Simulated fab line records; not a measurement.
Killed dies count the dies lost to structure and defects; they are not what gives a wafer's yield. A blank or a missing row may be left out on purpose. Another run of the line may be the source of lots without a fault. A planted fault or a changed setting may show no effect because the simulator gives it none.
Split-lot study -- flow n5 finfet -- 21 wafers read from 7 lots, route of 1938 steps

## ABOUT THE SPLIT
At N5_BEOL_M9_HM_DEP_02 (deposits TiN, target thk 20 nm), the setting target thk a was moved away from the recipe's 200 angstrom on 8 of the 21 wafers read, by -10.3% to +11.4%. For the rest of the wafers, this setting stayed at what the recipe calls for.

## FROM THE SPLIT TO THE READING: what the file shows between them, 3 steps
- N5_BEOL_M9_ETCH_62: etches SOC in N2/H2, target depth 110 nm, overetch 22 nm, time 165 s (also split here: source w)
- N5_BEOL_M9_STRIP_68: strips in N2/H2
- N5_BEOL_M9_STRIP_67: strips in CF4

## THE READING
etch.depth nm (the simulator's own value, which no gauge read), in nm, at N5_BEOL_M9_HM_OPEN_17 (chemistry Cl2/BCl3, target TiN, target depth 20 nm, overetch 6 nm). The file gives no usual value for it. The 13 wafers here that ran the recipe average 19.81 nm, standard deviation 0.25 nm.

wafer,"tool, chamber at the split","target thk a as run, angstrom",against the recipe,"etch.depth nm, nm",against lot-mates on the recipe
L075.2,"pvd sputter-01, -",179.3,-10.3%,17.86,no lot-mate on the recipe
L075.3,"pvd sputter-01, -",179.3,-10.3%,18.22,no lot-mate on the recipe
L075.5,"pvd sputter-01, -",179.3,-10.3%,18.05,no lot-mate on the recipe
L083.1,"pvd sputter-02, -",200,recipe,20.13,-
L083.2,"pvd sputter-02, -",200,recipe,20.14,-
L083.5,"pvd sputter-02, -",200,recipe,19.98,-
L087.2,"pvd sputter-02, -",200,recipe,19.86,-
L087.5,"pvd sputter-02, -",200,recipe,19.88,-
L087.6,"pvd sputter-02, -",200,recipe,19.94,-
L089.2,"pvd sputter-03, -",186.5,-6.8%,18.32,-1.45
L089.5,"pvd sputter-03, -",200,recipe,19.61,-
L089.6,"pvd sputter-03, -",200,recipe,19.94,-
L094.1,"pvd sputter-02, -",200,recipe,19.46,-
L094.3,"pvd sputter-02, -",200,recipe,19.51,-
L094.4,"pvd sputter-02, -",190.4,-4.8%,18.8,-0.68
L093.1,"pvd sputter-02, -",200,recipe,19.45,-
L093.2,"pvd sputter-02, -",200,recipe,19.53,-
L093.5,"pvd sputter-02, -",190,-5.0%,18.83,-0.66
L095.4,"pvd sputter-02, -",222.8,+11.4%,22.4,+2.33
L095.5,"pvd sputter-02, -",222.8,+11.4%,22.49,+2.42
L095.6,"pvd sputter-02, -",200,recipe,20.07,-

THE FIT
A straight line over all 21 wafers: etch.depth nm changes by +0.202 nm for each +1% of target thk a; r = +0.98; the points scatter about the line by 0.26 nm.
The same after taking each lot's own level away (the mean of its wafers on the recipe; 18 wafers): +0.199 nm for each +1%; r = +0.99; scatter 0.13 nm.
That fit puts the effect of the largest move of target thk a on the reading at 2.3 nm.
Measured against the standard deviation above, the lots' own levels, which go from 19.485 to 20.083 nm, span 2.4 times it.
Consequently the slope shifts little with the lot-to-lot level, the two slopes agreeing.
Check: +2.29 nm against its lot-mates is what the line predicts for one of the wafers moved furthest among these (+11.4%) when that wafer is left out of the fit. Against them it came out at +2.33 nm.

## THE OTHER SPLITS THESE WAFERS WENT THROUGH
Note: prior to the reading, these wafers also went through further splits. Each is held against what the fit with the lots' levels taken away leaves over:
other split on the same wafers,wafers away from the commonest value,r with etch.depth nm (lot level and that fit taken away)
N5_BEOL_M9_ETCH_62 source w,5,-0.10

## THE WHOLE CHAIN: every reading that the file lists as answering this split, in the file's order
step,what it does,reading,change (the file's fit),r (the file's)
N5_BEOL_M9_HM_DEP_02,"deposits TiN, target thk 20 nm","TiN_of_BEOL_M9_HM_DEP_02.thk nm (the simulator's own value, which no gauge read)",+0.195 nm for each +1% of the setting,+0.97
N5_BEOL_M9_HM_OPEN_17,"chemistry Cl2/BCl3, target TiN, target depth 20 nm, overetch 6 nm","etch.depth nm (the simulator's own value, which no gauge read)",+0.194 nm for each +1% of the setting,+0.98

## THE FILE'S OWN FIT
etch.depth nm changes by +0.194 nm for each +1% of target thk a, r = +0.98.
